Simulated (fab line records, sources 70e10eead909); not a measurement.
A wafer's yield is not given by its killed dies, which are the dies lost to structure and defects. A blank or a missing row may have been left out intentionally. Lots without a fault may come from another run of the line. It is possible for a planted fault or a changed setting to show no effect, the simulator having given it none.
Matching of chambers	flow nand harc	NHARC_A_BLC_ETCH_16 on rie diel-04 has 4 sister chambers
The step etches the open film in CF4, target depth 39 nm, time 65 s. 14 wafers are shown with their chamber, then 7 later ones without.

== WAFERS, EACH WITH ITS CHAMBER ==
wafer	chamber	drypump motor current A (A)	rf fwd power W (W)	throttle valve pct (%)
L075.3	3	6.5	298.1	13.283
L075.4	2	5.3	295.9	13.279
L075.5	1	5.3	298.6	13.283
L074.2	2	5.3	296.8	13.289
L074.3	3	6.5	297.0	13.280
L074.6	3	6.5	299.5	13.280
L080.1	2	5.3	297.4	13.282
L080.5	1	5.3	298.8	13.291
L080.6	2	5.3	297.3	13.289
L081.1	0	5.3	297.6	13.294
L081.2	1	5.2	299.3	13.290
L081.6	2	5.3	295.9	13.289
L091.1	0	5.3	296.7	13.290
L091.5	3	6.5	299.4	13.278

SIGNATURES (means of the wafers above)
reading	chamber 0	chamber 1	chamber 2	chamber 3	scatter within a chamber
drypump motor current A	5.300	5.267	5.300	6.500	0.0258
rf fwd power W	297.150	298.900	296.660	298.500	0.838
throttle valve pct	13.29200	13.28800	13.28560	13.28025	0.00387
Rule: distance of a wafer from a chamber = root of the sum over the readings of ((wafer's reading minus chamber's mean) / reading's scatter) squared. The wafer belongs to the nearest chamber; if the next one is less than 2 further off, it can't be placed. How the scatter is found: for the shown wafers, subtract from each reading the mean of its chamber, square and add these, divide the total by (wafers less chambers), then take the root.

== WAFERS WITH NO CHAMBER GIVEN ==
wafer	drypump motor current A (A)	rf fwd power W (W)	throttle valve pct (%)
L091.6	5.4	297.0	13.288
L088.2	6.5	299.5	13.285
L088.4	5.3	297.9	13.276
L088.5	5.2	298.2	13.287
L092.1	6.5	297.5	13.274
L092.4	5.2	298.4	13.278
L092.6	5.3	297.5	13.291

== EACH ONE'S CHAMBER ==
wafer	from the rows above	in truth
L091.6	can't be placed: 2 or 0 or 1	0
L088.2	3	3
L088.4	can't be placed: 2 or 1 or 0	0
L088.5	can't be placed: 1 or 0 or 2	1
L092.1	3	3
L092.4	can't be placed: 1 or 2 or 0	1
L092.6	can't be placed: 0 or 2 or 1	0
Correct placement for 2 of the 7. Not placeable from these rows: 5 (in 5, the candidates include the true chamber). Number placed wrongly: 0.
